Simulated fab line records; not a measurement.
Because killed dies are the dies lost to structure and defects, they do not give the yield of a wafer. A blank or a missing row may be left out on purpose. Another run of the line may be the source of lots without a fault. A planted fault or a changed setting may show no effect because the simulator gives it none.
Matching of chambers    flow n5_finfet    pecvd-02 running N5_BEOL_M2_DEP_57: 3 sister chambers
The step deposits SiCN from 3MS/NH3, target thk 8 nm, time 14 s. 14 wafers are shown with their chamber, then 7 later ones without.

== WAFERS PAIRED WITH THEIR CHAMBERS ==
wafer   chamber  throttle_valve_pct (%)  showerhead_plenum_p_Torr (Torr)
L082.2  2        8.9                     3.684
L082.4  2        8.8                     3.677
L082.6  0        9.1                     3.677
L086.1  2        8.9                     3.674
L086.2  1        9.8                     3.666
L086.5  1        9.9                     3.680
L089.2  2        8.8                     3.678
L089.4  0        9.2                     3.677
L089.6  2        8.9                     3.682
L094.4  1        9.8                     3.686
L094.5  0        9.2                     3.671
L094.6  2        8.8                     3.675
L095.1  0        9.0                     3.660
L095.5  1        10.0                    3.685

SIGNATURES (means of the wafers above)
reading                   chamber 0  chamber 1  chamber 2  scatter within a chamber
throttle_valve_pct        9.125      9.875      8.850      0.0798
showerhead_plenum_p_Torr  3.67125    3.67925    3.67833    0.00691
Rule: distance of a wafer from a chamber = root of the sum over the readings of ((wafer's reading minus chamber's mean) / reading's scatter) squared. The wafer belongs to the nearest chamber; if the next one is less than 2 further off, it can't be placed. The scatter is the square root of a quotient: the sum, over the shown wafers, of each reading's squared deviation from its chamber's mean, divided by wafers minus chambers.

== WAFERS MISSING THEIR CHAMBER ==
wafer   throttle_valve_pct (%)  showerhead_plenum_p_Torr (Torr)
L095.6  9.4                     3.670
L097.1  8.9                     3.683
L097.4  9.3                     3.675
L097.5  8.9                     3.662
L096.1  10.2                    3.685
L096.2  9.1                     3.669
L096.3  8.8                     3.679

== THE CHAMBER EACH PASSED THROUGH ==
wafer   from the rows above      in truth
L095.6  0                        0
L097.1  2                        2
L097.4  0                        0
L097.5  can't be placed: 2 or 0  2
L096.1  1                        1
L096.2  0                        0
L096.3  2                        2
Placed correctly: 6 of 7. These rows do not allow placing 1 (true chamber among the candidates in 1). Wrongly placed: 0.
